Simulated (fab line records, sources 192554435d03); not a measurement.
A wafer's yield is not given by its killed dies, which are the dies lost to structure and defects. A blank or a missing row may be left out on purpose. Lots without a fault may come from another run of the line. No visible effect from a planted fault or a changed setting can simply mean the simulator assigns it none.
fab line records	flow n5-finfet
record lots=7	wafers=21
route steps=1938 shown ZERO_LAYER@9 WELL_APT@21 PMOS_HMC_CHANNEL_EPI@62 FIN_SAQP@114 DUMMY_GATE@215
start-h: start of the lot's first displayed wafer, in hours after the record's first day	wait-h: time in hours since the lot's previous step	" unchanged from the row above	L1.1+2: a row that stands for several wafers	- value missing, or start not given	* or withheld: withheld	< > ~ a bound
route shown NAME@n: names a module that has steps shown in the file, with the first one's number in the route	usual: average and standard deviation across the fault-free wafers	same: alike in all rows	chamber/n: place in a boat	sites: per-site readings	_std_site: standard deviation across them	_edge_site: mean of outer sites minus mean of inner sites	radius-mm: for every site, how far away it sits from the centre of the wafer	mask NAME#n: copy n	behind: tool/chamber where the wafer was last shaped	hold: why the lot was held/for how many hours/how that ended	device: names the non-switching transistor (n, p or np)	end of line: the route-end tests of the same wafers	a step without rows: its recipe alone	killed: dies that structure and defects cost at the first sort, which is not the same as the wafer's yield	map: a wafer's dies, x killed, . not, _ none there
set.NAME: setting as actually run; set.NAME@STEP: the setting as run at that earlier step	model.NAME: the simulator's own value behind a step, which no gauge read
lots with deliberately changed settings; one table per step, one row per wafer
## steps
# step N5_ZERO_LAYER_EXPOSE_08
# recipe mask-id=ZERO	na=0.55	source-shape=conventional	sigma-outer=0.8	polarization=unpolarized	defocus-nm=0	target-cd-nm=2000	dose-mj=16.2
lot.wafer	tool	chamber	start-h	wait-h	mask	set.dose-mj
L076.3+4+6	krf-scanner-01	0	24.50	-	ZERO#0	16.2
L078.1+2+5	krf-scanner-01	0	36.78	-	ZERO#0	16.2
L079.1	krf-scanner-02	0	42.59	-	ZERO#0	16.2
L079.2+5	"	0	"	"	ZERO#0	17.35
L081.1+2+4	krf-scanner-02	0	54.59	-	ZERO#0	15.85
L082.2+3	krf-scanner-02	0	60.49	-	ZERO#0	16.2
L082.5	"	0	"	"	ZERO#0	15.6
L084.2+3+5	krf-scanner-02	0	72.47	-	ZERO#0	16.2
L095.2	krf-scanner-01	0	138.47	-	ZERO#0	16.2
L095.3+5	"	0	"	"	ZERO#0	16.74
# step N5_ZERO_LAYER_PEB_09
# recipe peb-temp-c=withheld	peb-time-s=*
# step N5_ZERO_LAYER_DEVELOP_10
# recipe develop-time-s=60	rinse-liquid=diw	dry=air-spin	dev-temp-c=21
# step N5_ZERO_LAYER_HARDBAKE_23
# recipe temp-c=130	time-s=120
# step N5_ZERO_LAYER_CD_MEAS_11
# recipe target-cd-nm=2000	landing-energy-ev=500	detector=se-inlens
# usual cd-nm=1998.3/3
lot.wafer	tool	chamber	start-h	wait-h	set.dose-mj@ZERO_LAYER_EXPOSE_08	cd-nm
L076.3	cd-sem-01	0	24.67	-	16.2	1997.5
L076.4	"	0	"	"	16.2	1996.8
L076.6	"	0	"	"	16.2	1999.8
L078.1	cd-sem-03	0	36.95	-	16.2	1997.1
L078.2	"	0	"	"	16.2	1997.9
L078.5	"	0	"	"	16.2	1994.7
L079.1	cd-sem-02	0	42.77	-	16.2	1994.8
L079.2	"	0	"	"	17.35	2008.4
L079.5	"	0	"	"	17.35	2009.1
L081.1	cd-sem-03	0	54.77	-	15.85	1994.0
L081.2	"	0	"	"	15.85	1995.7
L081.4	"	0	"	"	15.85	1996.7
L082.2	cd-sem-02	0	60.67	-	16.2	2000.8
L082.3	"	0	"	"	16.2	1997.8
L082.5	"	0	"	"	15.6	1990.2
L084.2	cd-sem-03	0	72.64	-	16.2	2001.7
L084.3	"	0	"	"	16.2	1994.7
L084.5	"	0	"	"	16.2	2001.3
L095.2	cd-sem-02	0	138.64	-	16.2	1998.3
L095.3	"	0	"	"	16.74	2003.4
L095.5	"	0	"	"	16.74	2007.7
# step N5_ZERO_LAYER_DESCUM_16
# recipe chemistry=O2	time-s=7.9	source-power-w=50	bias-power-w=20	pressure-mtorr=20	rf-frequency-hz=2.712e+07	temp-c=40	o2-flow-sccm=225
lot.wafer	tool	chamber	start-h	wait-h	set.dose-mj@ZERO_LAYER_EXPOSE_08	model.ZERO_LAYER.cd-nm
L076.3	rie-diel-01	1	24.70	0.0	16.2	1998
L076.4	"	2	"	"	16.2	1997
L076.6	"	2	"	"	16.2	2000
L078.1	rie-diel-06	1	37.17	0.2	16.2	1997
L078.2	"	2	"	"	16.2	1998
L078.5	"	2	"	"	16.2	1994
L079.1	rie-diel-04	1	42.80	0.0	16.2	1995
L079.2	"	0	"	"	17.35	2008
L079.5	"	1	"	"	17.35	2009
L081.1	rie-diel-06	0	54.96	0.2	15.85	1994
L081.2+4	"	3,2	"	"	15.85	1996
L082.2	rie-diel-04	3	60.77	0.1	16.2	2001
L082.3	"	2	"	"	16.2	1998
L082.5	"	1	"	"	15.6	1990
L084.2	rie-diel-04	3	72.97	0.3	16.2	2002
L084.3	"	2	"	"	16.2	1995
L084.5	"	3	"	"	16.2	2001
L095.2	rie-diel-01	2	138.77	0.1	16.2	1998
L095.3	"	1	"	"	16.74	2004
L095.5	"	1	"	"	16.74	2008
# step N5_WELL_APT_COAT_02
# recipe spin-rpm=1357	resist-thk-nm=950
lot.wafer	tool	chamber	start-h	wait-h	set.spin-rpm	model.coat_of_WELL_APT_COAT_02.thk-nm
L076.3	litho-track-01	0	-	-	1302	975.4
L076.4	"	0	"	"	1302	974.7
L076.6	"	0	"	"	1357	955.4
L078.1	litho-track-01	0	-	-	1357	947.7
L078.2	"	0	"	"	1357	948.6
L078.5	"	0	"	"	1357	946.7
L079.1	litho-track-01	0	-	-	1446	920.7
L079.2	"	0	"	"	1357	949.1
L079.5	"	0	"	"	1446	920.4
L081.1	litho-track-03	0	-	-	1506	902.5
L081.2	"	0	"	"	1506	900.6
L081.4	"	0	"	"	1357	952
L082.2	litho-track-03	0	-	-	1357	948.5
L082.3	"	0	"	"	1277	978.6
L082.5	"	0	"	"	1277	977
L084.2	litho-track-05	0	-	-	1357	951.8
L084.3	"	0	"	"	1357	949.9
L084.5	"	0	"	"	1357	952.2
L095.2	litho-track-01	0	-	-	1357	949.3
L095.3+5	"	0	"	"	1357	949.1
# step N5_PMOS_HMC_CHANNEL_EPI_EXPOSE_06
# recipe mask-id=PMOS_HMC_BLK	na=1.35	source-shape=conventional	sigma-outer=0.8	polarization=unpolarized	target-cd-nm=240	dose-mj=41
lot.wafer	tool	chamber	start-h	wait-h	mask	set.dose-mj
L076.3	arfi-scanner-01	0	29.45	-	PMOS_HMC_BLK#0	41
L076.4+6	"	0	"	"	PMOS_HMC_BLK#0	40.1
L078.1	arfi-scanner-03	0	41.40	-	PMOS_HMC_BLK#0	41
L078.2+5	"	0	"	"	PMOS_HMC_BLK#0	42.08
L079.1+2	arfi-scanner-01	0	48.03	-	PMOS_HMC_BLK#0	43.6
L079.5	"	0	"	"	PMOS_HMC_BLK#0	41
L081.1	arfi-scanner-03	0	59.29	-	PMOS_HMC_BLK#0	41.86
L081.2+4	"	0	"	"	PMOS_HMC_BLK#0	41
L082.2+5	arfi-scanner-02	0	65.27	-	PMOS_HMC_BLK#0	41
L082.3	"	0	"	"	PMOS_HMC_BLK#0	38.51
L084.2+3+5	arfi-scanner-03	0	77.30	-	PMOS_HMC_BLK#0	41
L095.2+3+5	arfi-scanner-01	0	143.19	-	PMOS_HMC_BLK#0	38.57
# step N5_PMOS_HMC_CHANNEL_EPI_PEB_07
# recipe peb-temp-c=110	peb-time-s=60	resist=CAR-ArF-block
# step N5_PMOS_HMC_CHANNEL_EPI_DEVELOP_08
# recipe develop-time-s=30	developer=TMAH	resist=CAR-ArF-block	dev-temp-c=23	rinse-liquid=diw	dry=air-spin
# step N5_PMOS_HMC_CHANNEL_EPI_CD_MEAS_09
# recipe target-cd-nm=237.4	landing-energy-ev=500	detector=se-inlens
# usual cd-nm=237.6/0.93
lot.wafer	tool	chamber	start-h	wait-h	set.dose-mj@PMOS_HMC_CHANNEL_EPI_EXPOSE_06	cd-nm
L076.3	cd-sem-03	0	29.56	-	41	239.2
L076.4	"	0	"	"	40.1	237.2
L076.6	"	0	"	"	40.1	237.0
L078.1	cd-sem-01	0	41.53	-	41	237.7
L078.2	"	0	"	"	42.08	239.5
L078.5	"	0	"	"	42.08	238.1
L079.1	cd-sem-02	0	48.15	-	43.6	241.9
L079.2	"	0	"	"	43.6	241.5
L079.5	"	0	"	"	41	237.2
L081.1	cd-sem-03	0	59.41	-	41.86	238.8
L081.2	"	0	"	"	41	237.9
L081.4	"	0	"	"	41	237.7
L082.2	cd-sem-03	0	65.39	-	41	238.3
L082.3	"	0	"	"	38.51	233.2
L082.5	"	0	"	"	41	237.9
L084.2	cd-sem-02	0	77.42	-	41	238.2
L084.3	"	0	"	"	41	238.6
L084.5	"	0	"	"	41	237.8
L095.2	cd-sem-01	0	143.31	-	38.57	232.1
L095.3	"	0	"	"	38.57	232.5
L095.5	"	0	"	"	38.57	231.6
# step N5_PMOS_HMC_CHANNEL_EPI_DESCUM_14
# recipe chemistry=O2	time-s=7.9	source-power-w=50	bias-power-w=20	pressure-mtorr=20	rf-frequency-hz=2.712e+07	temp-c=40	resist=CAR-ArF-block	o2-flow-sccm=225
lot.wafer	tool	chamber	start-h	wait-h	set.dose-mj@PMOS_HMC_CHANNEL_EPI_EXPOSE_06	model.PMOS_HMC_CHANNEL_EPI.cd-nm
L076.3	rie-diel-01	1	29.65	0.0	41	238.8
L076.4	"	2	"	"	40.1	236.8
L076.6	"	0	"	"	40.1	237
L078.1	rie-diel-06	3	41.62	0.0	41	238.1
L078.2	"	1	"	"	42.08	239.3
L078.5	"	2	"	"	42.08	238.2
L079.1	rie-diel-01	2	48.38	0.2	43.6	241.9
L079.2	"	3	"	"	43.6	241.8
L079.5	"	1	"	"	41	236.8
L081.1	rie-diel-01	0	59.50	0.0	41.86	238.7
L081.2	"	1	"	"	41	237.3
L081.4	"	2	"	"	41	237.4
L082.2	rie-diel-01	2	65.48	0.0	41	238.3
L082.3	"	3	"	"	38.51	233.1
L082.5	"	3	"	"	41	237.8
L084.2	rie-diel-06	3	78.16	0.7	41	238.2
L084.3	"	2	"	"	41	238.8
L084.5	"	0	"	"	41	237.8
L095.2	rie-diel-04	0	143.40	0.0	38.57	232.2
L095.3	"	2	"	"	38.57	233.1
L095.5	"	0	"	"	38.57	231.5
# step N5_PMOS_HMC_CHANNEL_EPI_ETCH_32
# recipe chemistry=N2/H2	target=BARC	stop-on=SiO2	target-depth-a=858	over-etch-frac=0.3	time-s=50.3	ion-energy-ev=200	mask-material=CAR-ArF-block	pressure-mtorr=30	source-w=840	bias-w=150	n2-flow-sccm=200	h2-flow-sccm=200
# usual rf-vpp-V=524.3/2.2
lot.wafer	tool	chamber	start-h	wait-h	set.bias-w	rf-vpp-V
L076.3	rie-diel-01	1	29.68	0.0	150	525.4
L076.4	"	2	"	"	164	555.4
L076.6	"	0	"	"	164	554.1
L078.1	rie-diel-06	3	41.65	0.0	150	524.3
L078.2	"	1	"	"	150	522.8
L078.5	"	2	"	"	150	523.6
L079.1	rie-diel-01	2	48.42	0.0	173.3	575.9
L079.2	"	3	"	"	150	526.3
L079.5	"	1	"	"	173.3	577.8
L081.1	rie-diel-01	0	59.54	0.0	142.7	507.2
L081.2	"	1	"	"	150	526.2
L081.4	"	2	"	"	150	527.0
L082.2	rie-diel-01	2	65.51	0.0	150	525.6
L082.3	"	3	"	"	169.6	567.9
L082.5	"	3	"	"	150	525.8
L084.2	rie-diel-06	3	78.19	0.0	150	524.8
L084.3	"	2	"	"	150	525.5
L084.5	"	0	"	"	150	520.4
L095.2	rie-diel-04	0	143.43	0.0	130	481.5
L095.3	"	2	"	"	150	521.0
L095.5	"	0	"	"	130	480.6
# step N5_FIN_SAQP_DESCUM_21
# recipe chemistry=O2	time-s=7.9	source-power-w=50	bias-power-w=20	pressure-mtorr=20	rf-frequency-hz=2.712e+07	temp-c=40	resist=CAR-ArF	o2-flow-sccm=225
lot.wafer	tool	chamber	start-h	wait-h	set.time-s	model.CAR-ArF_of_FIN_SAQP_COAT_10.thk-nm
L076.3	rie-diel-03	3	35.39	0.0	7.9	83.57
L076.4	"	1	"	"	7.9	83.65
L076.6	"	2	"	"	7.9	83.53
L078.1	rie-diel-03	3	45.98	0.0	7.9	83.73
L078.2	"	2	"	"	6.736	84.37
L078.5	"	2	"	"	7.9	83.47
L079.1	rie-diel-02	3	53.05	0.0	7.9	83.37
L079.2	"	1	"	"	7.396	83.77
L079.5	"	2	"	"	7.9	83.56
L081.1+4	rie-diel-03	3,1	63.81	0.0	6.424	84.88
L081.2	"	2	"	"	7.9	83.56
L082.2	rie-diel-03	2	69.74	0.1	6.362	84.35
L082.3	"	3	"	"	7.9	83.6
L082.5	"	3	"	"	7.9	83.49
L084.2	rie-diel-05	2	82.57	0.0	7.9	83.33
L084.3	"	1	"	"	7.9	83.54
L084.5	"	1	"	"	7.9	83.5
L095.2	rie-diel-02	3	147.60	0.0	7.9	83.75
L095.3	"	2	"	"	7.9	83.49
L095.5	"	0	"	"	6.522	84.33
# step N5_FIN_SAQP_ETCH_51
# recipe chemistry=CF4	target=SiARC	target-depth-a=455	mask-material=CAR-ArF	time-s=75.8	ion-energy-ev=80	pressure-mtorr=40	source-w=545	bias-w=36	Ar_flow_sccm=100	cf4-flow-sccm=100	ends=cleared
lot.wafer	tool	chamber	start-h	wait-h	set.time-s@FIN_SAQP_DESCUM_21	model.CAR-ArF_of_FIN_SAQP_COAT_10.thk-nm
L076.3	rie-diel-03	3	35.43	0.0	7.9	50.79
L076.4	"	1	"	"	7.9	50.9
L076.6	"	2	"	"	7.9	50.83
L078.1	rie-diel-03	3	46.01	0.0	7.9	51
L078.2	"	2	"	"	6.736	51.61
L078.5	"	2	"	"	7.9	50.77
L079.1	rie-diel-02	3	53.09	0.0	7.9	50.73
L079.2	"	1	"	"	7.396	51.14
L079.5	"	2	"	"	7.9	50.96
L081.1	rie-diel-03	3	63.85	0.0	6.424	52.28
L081.2	"	2	"	"	7.9	50.91
L081.4	"	1	"	"	6.424	52.3
L082.2	rie-diel-03	2	69.78	0.0	6.362	51.68
L082.3	"	3	"	"	7.9	50.99
L082.5	"	3	"	"	7.9	50.85
L084.2	rie-diel-05	2	82.61	0.0	7.9	50.58
L084.3	"	1	"	"	7.9	50.91
L084.5	"	1	"	"	7.9	50.82
L095.2	rie-diel-02	3	147.64	0.0	7.9	51.14
L095.3	"	2	"	"	7.9	50.83
L095.5	"	0	"	"	6.522	51.8
# step N5_FIN_SAQP_SPACER1_ALD_24
# recipe material=SiO2	target-thk-a=203	temp-c=300	ald-precursor-family=BDEAS	ald-co-reactant=O2-plasma	pulse-time-s=1	purge-time-s=2	co-reactant-purge-time-s=2	ald-cycles=218	pressure-torr=2
lot.wafer	tool	chamber	start-h	wait-h	set.ald-cycles	model.SiO2_of_FIN_SAQP_SPACER1_ALD_24.thk-nm
L076.3	ald-sin-02	0	36.51	0.2	231	21.6
L076.4	"	3	"	"	218	20.4
L076.6	"	2	"	"	231	21.4
L078.1+2+5	ald-sin-01	3,1,3	47.49	0.7	218	20.2
L079.1+2	ald-sin-01	0,2	54.15	0.3	218	20.4
L079.5	"	1	"	"	218	20
L081.1+2+4	ald-sin-02	3,0,1	64.90	0.3	218	20.2
L082.2+5	ald-sin-01	1,3	71.55	1.0	218	20.2
L082.3	"	0	"	"	218	20.4
L084.2	ald-sin-02	1	83.66	0.3	218	20.4
L084.3+5	"	0,2	"	"	218	20.2
L095.2+5	ald-sin-01	0	148.79	0.3	218	20.2
L095.3	"	1	"	"	197	18.4
# step N5_FIN_SAQP_SPACER1_ETCHBACK_25
# recipe chemistry=CHF3/O2	mode=anisotropic-etchback	target=SiO2	target-depth-a=244	time-s=12.2	pressure-mtorr=30	source-w=650	bias-w=170	Ar_flow_sccm=200	CHF3_flow_sccm=50	O2_flow_sccm=5	ion-energy-ev=200
# step N5_FIN_SAQP_MANDREL1_REMOVE_56
# recipe chemistry=HBr/Cl2/O2	bt-time-s=10	target=a-Si	stop-on=SiNx	endpoint=OES-SiCl	over-etch-frac=1	icp-w=600	bias-w=22	HBr_flow_sccm=150	Cl2_flow_sccm=80	O2_flow_sccm=5	pressure-mtorr=10
lot.wafer	tool	chamber	start-h	wait-h	set.ald-cycles@FIN_SAQP_SPACER1_ALD_24	model.FIN_SAQP.cd-nm
L076.3+6	rie-si-04	2,3	37.34	0.1	231	21.6
L076.4	"	1	"	"	218	20.2
L078.1	rie-si-04	1	48.32	0.1	218	20
L078.2+5	"	0	"	"	218	20.2
L079.1	rie-si-02	2	54.96	0.1	218	20.4
L079.2+5	"	3,2	"	"	218	20.2
L081.1	rie-si-02	0	65.72	0.1	218	20.4
L081.2+4	"	1,3	"	"	218	20.2
L082.2	rie-si-04	2	72.36	0.1	218	20
L082.3	"	0	"	"	218	20.4
L082.5	"	0	"	"	218	20.2
L084.2+5	rie-si-04	2,0	84.46	0.1	218	20.2
L084.3	"	1	"	"	218	20
L095.2	rie-si-04	0	149.91	0.1	218	20
L095.3	"	3	"	"	197	18.2
L095.5	"	1	"	"	218	20.2
# step N5_FIN_SAQP_CD_MEAS_27
# recipe target-cd-nm=20	landing-energy-ev=1000	detector=se-inlens	polarity=line
# usual cd-nm=20.25/0.26
lot.wafer	tool	chamber	start-h	wait-h	set.ald-cycles@FIN_SAQP_SPACER1_ALD_24	cd-nm
L076.3	cd-sem-02	0	37.46	0.1	231	22.02
L076.4	"	0	"	"	218	20.34
L076.6	"	0	"	"	231	21.26
L078.1	cd-sem-02	0	48.43	0.1	218	20.03
L078.2	"	0	"	"	218	19.78
L078.5	"	0	"	"	218	19.93
L079.1	cd-sem-03	0	55.07	0.1	218	20.13
L079.2	"	0	"	"	218	20.28
L079.5	"	0	"	"	218	20.24
L081.1	cd-sem-01	0	65.83	0.1	218	20.32
L081.2	"	0	"	"	218	20.23
L081.4	"	0	"	"	218	19.99
L082.2	cd-sem-03	0	72.47	0.1	218	19.99
L082.3	"	0	"	"	218	20.20
L082.5	"	0	"	"	218	20.23
L084.2	cd-sem-01	0	84.58	0.1	218	19.88
L084.3	"	0	"	"	218	19.89
L084.5	"	0	"	"	218	20.29
L095.2	cd-sem-03	0	150.02	0.1	218	20.08
L095.3	"	0	"	"	197	18.25
L095.5	"	0	"	"	218	20.35
# step N5_DUMMY_GATE_CVD_03
# recipe material=a-Si	target-thk-a=1500	temp-c=530	precursor=SiH4	time-s=8042
lot.wafer	tool	chamber	start-h	wait-h	set.temp-c	model.a-Si_of_DUMMY_GATE_CVD_03.thk-nm
L076.3	-	-	-	0.1	539.6	197.6
L076.4	"	-	"	"	539.6	196.8
L076.6	"	-	"	"	539.6	196.2
L078.1	-	-	-	0.1	517.9	105.4
L078.2	"	-	"	"	517.9	105.6
L078.5	"	-	"	"	517.9	103.8
L079.1	-	-	-	0.1	530	150.2
L079.2	"	-	"	"	530	150.4
L079.5	"	-	"	"	530	151
L081.1	-	-	-	0.1	530	147
L081.2	"	-	"	"	530	147.8
L081.4	"	-	"	"	530	149
L082.2	-	-	-	0.1	552	273.8
L082.3+5	"	-	"	"	552	274.4
L084.2	lpcvd-02	0/45	98.82	0.1	530	149
L084.3	"	0/50	"	"	530	148.8
L084.5	"	0/59	"	"	530	148
L095.2	-	-	-	0.1	530	147.6
L095.3+5	"	-	"	"	530	148.8
# step N5_DUMMY_GATE_PRECLEAN_46
# recipe chemistry=DIW	time-s=89.5	temp-c=23
# step N5_DUMMY_GATE_SRD_47
# recipe dry-time-s=32	dry=n2-spin	spin-rpm=1500
# step N5_DUMMY_GATE_CMP_04
# recipe material=a-Si	post-cmp-clean=alkaline-brush
# usual time-to-endpoint-s=13.9/2.7
lot.wafer	tool	chamber	start-h	wait-h	set.temp-c@DUMMY_GATE_CVD_03	time-to-endpoint-s
L076.4	cmp-03	0	55.49	0.1	539.6	26.2
L076.3	"	1	"	"	539.6	25.4
L076.6	"	3	"	"	539.6	17.7
L078.1	cmp-02	0	66.23	0.1	517.9	2.7
L078.2	"	2	"	"	517.9	5.8
L078.5	"	3	"	"	517.9	0.9
L079.2	cmp-04	0	72.74	0.1	530	9.4
L079.1	"	1	"	"	530	12.6
L079.5	"	3	"	"	530	12.4
L081.2	cmp-02	1	82.58	0.0	530	17.6
L081.4	"	3	"	"	530	9.6
L081.1	"	0	"	"	530	12.5
L082.2	cmp-04	2	90.39	0.0	552	35.4
L082.3	"	0	"	"	552	32.7
L082.5	"	3	"	"	552	36.3
L084.2	cmp-04	0	102.64	0.1	530	15.8
L084.3	"	1	"	"	530	17.2
L084.5	"	2	"	"	530	16.6
L095.3	cmp-02	1	167.34	0.0	530	15.6
L095.2	"	0	"	"	530	9.9
L095.5	"	1	"	"	530	16.5
# step N5_DUMMY_GATE_COAT_35
# recipe resist=SiARC	temp-c=220	time-s=60	spin-rpm=1500	resist-thk-nm=10
lot.wafer	tool	chamber	start-h	wait-h	set.spin-rpm	model.SiARC_of_DUMMY_GATE_COAT_35.thk-nm
L076.3+6	litho-track-04	0	-	-	1500	10
L076.4	"	0	"	"	1410	10.2
L078.1+2	litho-track-02	0	-	-	1500	10
L078.5	"	0	"	"	1549	9.8
L079.1	litho-track-03	0	-	-	1442	10.2
L079.2+5	"	0	"	"	1500	10
L081.1+2+4	litho-track-02	0	-	-	1500	10
L082.2+3	litho-track-04	0	-	-	1500	10
L082.5	"	0	"	"	1383	10.4
L084.2+3+5	litho-track-02	0	-	-	1500	10
L095.2	litho-track-03	0	-	-	1500	10
L095.3+5	"	0	"	"	1615	9.6
## key
split step=N5_ZERO_LAYER_EXPOSE_08	setting=dose-mj	stated=16.2	by=wafer
response step=N5_ZERO_LAYER_CD_MEAS_11	reading=cd-nm	change=+2.09	per=1%	r=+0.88
response step=N5_ZERO_LAYER_DESCUM_16	reading=model.ZERO_LAYER.cd-nm	change=+2.09	per=1%	r=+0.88
split step=N5_WELL_APT_COAT_02	setting=spin-rpm	stated=1357	by=wafer
response step=N5_WELL_APT_COAT_02	reading=model.coat_of_WELL_APT_COAT_02.thk-nm	change=-4.63	per=1%	r=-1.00
split step=N5_PMOS_HMC_CHANNEL_EPI_EXPOSE_06	setting=dose-mj	stated=41	by=wafer
response step=N5_PMOS_HMC_CHANNEL_EPI_CD_MEAS_09	reading=cd-nm	change=+0.727	per=1%	r=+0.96
response step=N5_PMOS_HMC_CHANNEL_EPI_DESCUM_14	reading=model.PMOS_HMC_CHANNEL_EPI.cd-nm	change=+0.759	per=1%	r=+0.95
split step=N5_PMOS_HMC_CHANNEL_EPI_ETCH_32	setting=bias-w	stated=150	by=wafer
response step=N5_PMOS_HMC_CHANNEL_EPI_ETCH_32	reading=rf-vpp-V	change=+3.19	per=1%	r=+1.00
split step=N5_FIN_SAQP_DESCUM_21	setting=time-s	stated=7.9	by=wafer
response step=N5_FIN_SAQP_DESCUM_21	reading=model.CAR-ArF_of_FIN_SAQP_COAT_10.thk-nm	change=-0.0511	per=1%	r=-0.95
response step=N5_FIN_SAQP_ETCH_51	reading=model.CAR-ArF_of_FIN_SAQP_COAT_10.thk-nm	change=-0.0524	per=1%	r=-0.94
split step=N5_FIN_SAQP_SPACER1_ALD_24	setting=ald-cycles	stated=218	by=wafer
response step=N5_FIN_SAQP_SPACER1_ALD_24	reading=model.SiO2_of_FIN_SAQP_SPACER1_ALD_24.thk-nm	change=+0.186	per=1%	r=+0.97
response step=N5_FIN_SAQP_MANDREL1_REMOVE_56	reading=model.FIN_SAQP.cd-nm	change=+0.208	per=1%	r=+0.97
response step=N5_FIN_SAQP_CD_MEAS_27	reading=cd-nm	change=+0.208	per=1%	r=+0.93
split step=N5_DUMMY_GATE_CVD_03	setting=temp-c	stated=530	by=lot
response step=N5_DUMMY_GATE_CVD_03	reading=model.a-Si_of_DUMMY_GATE_CVD_03.thk-nm	change=+26.9	per=1%	r=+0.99
response step=N5_DUMMY_GATE_CMP_04	reading=time-to-endpoint-s	change=*	per=1%	r=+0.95
split step=N5_DUMMY_GATE_COAT_35	setting=spin-rpm	stated=1500	by=wafer
response step=N5_DUMMY_GATE_COAT_35	reading=model.SiARC_of_DUMMY_GATE_COAT_35.thk-nm	change=-0.0486	per=1%	r=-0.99
